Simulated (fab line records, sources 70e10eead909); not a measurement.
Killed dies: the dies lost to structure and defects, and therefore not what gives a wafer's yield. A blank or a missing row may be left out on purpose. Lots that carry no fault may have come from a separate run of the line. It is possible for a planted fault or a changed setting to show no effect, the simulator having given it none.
Which tool is to blame?    flow nandHarc    39 wafers from 13 lots sampled at 6 of the route's 1302 steps

WHAT THE GAUGES SHOWED, per wafer
NHARC_A_SOURCE_PLATE_THK_MEAS_09: measures by ellipsometry.
lot   measured      on            thkNm (nm)
L922  day 7 17:09   filmMetro-01  9.8 8.6 9.5
L924  day 7 22:11   filmMetro-02  8.4 9.8 9.2
L925  day 8 06:47   filmMetro-02  9.4 9.8 9.9
L926  day 8 18:04   filmMetro-01  9.5 9.0 9.2
L928  day 9 12:28   filmMetro-01  9.1 9.6 9.6
L929  day 10 07:10  filmMetro-01  9.5 10.0 10.3
L930  day 10 07:10  filmMetro-01  10.2 7.6 10.2
L931  day 10 19:27  filmMetro-01  10.9 9.0 10.7
L936  day 13 01:40  filmMetro-02  7.5 11.0 10.2
L938  day 13 23:42  filmMetro-01  10.9 10.2 9.0
L943  day 15 11:29  filmMetro-02  11.7 7.4 9.0
L944  day 16 00:35  filmMetro-02  10.0 11.6 8.7
L945  day 16 17:16  filmMetro-01  11.0 10.6 9.7

NHARC_A_ONON_D1_THK_MEAS_30: measures by ellipsometry.
lot   measured      on            thkNm (nm)
L922  day 8 21:38   filmMetro-01  996 994 994
L924  day 8 21:50   filmMetro-01  1010 1012 1012
L925  day 9 09:59   filmMetro-02  1010 1009 1011
L926  day 9 20:03   filmMetro-01  995 994 994
L928  day 10 16:07  filmMetro-02  1011 1010 1009
L929  day 11 09:05  filmMetro-02  1010 1011 1011
L930  day 11 09:04  filmMetro-01  1007 1010 1008
L931  day 11 21:29  filmMetro-01  989 988 987
L936  day 14 03:37  filmMetro-02  1000 1000 1000
L938  day 15 01:51  filmMetro-02  990 991 991
L943  day 16 15:04  filmMetro-01  994 992 993
L944  day 17 03:24  filmMetro-01  1007 1006 1008
L945  day 18 01:41  filmMetro-02  999 998 1000

NHARC_A_ONON_D1_INSPECT_32.
lot   measured      on                rawDefectCount
L922  day 8 22:13   defectInspect-02  94 114 82
L924  day 8 22:22   defectInspect-01  105 84 94
L925  day 9 10:32   defectInspect-02  88 37 82
L926  day 9 20:37   defectInspect-02  36 119 62
L928  day 10 16:38  defectInspect-02  90 83 93
L929  day 11 09:38  defectInspect-01  89 86 71
L930  day 11 09:37  defectInspect-02  46 30 39
L931  day 11 22:02  defectInspect-02  96 104 96
L936  day 14 04:10  defectInspect-02  954 899 910
L938  day 15 02:23  defectInspect-02  940 875 946
L943  day 16 15:36  defectInspect-02  98 65 54
L944  day 17 03:56  defectInspect-02  51 62 72
L945  day 18 02:18  defectInspect-02  73 86 120

NHARC_END_SORT_01.
lot   measured      on         killedAtArray  killedAtOther  killedAtPeriphery  killedDies   killedOpen  killedShort
L936  day 30 02:55  prober-02  132 142 140    0 2 1          2 1 2              134 145 143  2 2 5       1 5 4
L938  day 30 15:24  prober-02  91 90 81       1 0 0          9 9 11             101 99 92    4 3 1       3 3 2

EACH LOT AND THE TOOL THAT RAN IT (in order: tool; ch and the chambers of the sampled wafers; start)
lot   NHARC_A_ONON_D1_DEP_28           NHARC_A_ONON_D1_DEP_33
L922  pecvdOnon-01 ch 0, day 8 21:11   pecvd-04 ch 0,2, day 8 21:42
L924  pecvdOnon-04 ch 0, day 8 21:23   pecvd-02 ch 0,1,2, day 8 21:53
L925  pecvdOnon-04 ch 0, day 9 09:32   pecvd-01 ch 1,2, day 9 10:02
L926  pecvdOnon-02 ch 0, day 9 19:32   pecvd-02 ch 0,1, day 9 20:10
L928  pecvdOnon-02 ch 0, day 10 15:43  pecvd-01 ch 1,2, day 10 16:10
L929  pecvdOnon-04 ch 0, day 11 08:38  pecvd-02 ch 0,1,2, day 11 09:09
L930  pecvdOnon-02 ch 0, day 11 08:34  pecvd-04 ch 0,1,2, day 11 09:11
L931  pecvdOnon-01 ch 0, day 11 21:05  pecvd-04 ch 1,2, day 11 21:32
L936  pecvdOnon-01 ch 0, day 14 03:10  pecvd-02 ch 0,1,2, day 14 03:40
L938  pecvdOnon-01 ch 0, day 15 01:19  pecvd-01 ch 0,1,2, day 15 01:55
L943  pecvdOnon-04 ch 0, day 16 14:36  pecvd-01 ch 1,2, day 16 15:12
L944  pecvdOnon-02 ch 0, day 17 02:57  pecvd-04 ch 0,2, day 17 03:30
L945  pecvdOnon-04 ch 0, day 18 01:14  pecvd-04 ch 0,1, day 18 01:50
- NHARC_A_ONON_D1_DEP_28: target thk 1000 nm.
- NHARC_A_ONON_D1_DEP_33: deposits SiO2, target thk 200 nm.

AS READ BY THE TOOLS THEMSELVES (means over the sampled wafers that have a number; for cases with no such wafer, the mark the record gives instead)
NHARC_A_ONON_D1_DEP_28.
lot   tool          nh3FlowSccm (sccm)
L922  pecvdOnon-01  498.8
L924  pecvdOnon-04  499.5
L925  pecvdOnon-04  498.7
L926  pecvdOnon-02  498.7
L928  pecvdOnon-02  500.6
L929  pecvdOnon-04  499.0
L930  pecvdOnon-02  498.7
L931  pecvdOnon-01  501.0
L936  pecvdOnon-01  499.3
L938  pecvdOnon-01  500.5
L943  pecvdOnon-04  499.0
L944  pecvdOnon-02  500.8
L945  pecvdOnon-04  500.1

NHARC_A_ONON_D1_DEP_33.
lot   tool      heaterPowerW (W)  showerheadVppV (V)  throttleValvePct (%)
L922  pecvd-04  467               1866                16.4
L924  pecvd-02  467               1812                16.3
L925  pecvd-01  521               1880                15.7
L926  pecvd-02  463               1848                16.7
L928  pecvd-01  513               1910                15.4
L929  pecvd-02  427               1827                15.8
L930  pecvd-04  502               1849                16.7
L931  pecvd-04  442               1906                16.8
L936  pecvd-02  440               1806                16.0
L938  pecvd-01  515               1861                15.7
L943  pecvd-01  474               1905                15.3
L944  pecvd-04  504               1825                16.2
L945  pecvd-04  512               1792                16.3

THE ANSWER, worked out from the rows above alone
Rule: the usual values come from the lots themselves. Put in order of their means at a reading, lots are off if they are a third of the lots or fewer, leave a main group of 4 or more, and stand apart from it by a gap of 3 or more times the standard deviation of the main group's means; of several such gaps the widest counts. Not used: any main group whose means are identical at the precision the tables above print for the reading. A lot without any number at a reading at which 4 lots or more have one is off too. The other lots that the step has rows for count as sound. After the gauges, taken in route order, come the tools' own readings; for these a lot's mean is taken, as printed above. The first step at which some lot is off is used, and at that step the reading that is off furthest; a lot without a number counts as furthest.
Off: L936, L938 (NHARC_A_ONON_D1_INSPECT_32, rawDefectCount). Main group: mean 79, sd 18.
A tool fits if, at a process step before that reading, it ran every lot that is off, and no sound lot after the first of them. Gauges at NHARC_A_ONON_D1_INSPECT_32: tried the same way as those tools. One fits: pecvdOnon-01 at NHARC_A_ONON_D1_DEP_28. A fault onset in the window from L931 (day 11 21:05, its last sound lot) to L936 (day 14 03:10, its first lot off) fits.

WHAT THE SIMULATOR PUT IN
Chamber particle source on pecvdOnon-01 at NHARC_A_ONON_D1_DEP_28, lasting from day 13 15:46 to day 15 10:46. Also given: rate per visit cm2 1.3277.
Struck lots among those shown: L936, L938. The rule above found the same.
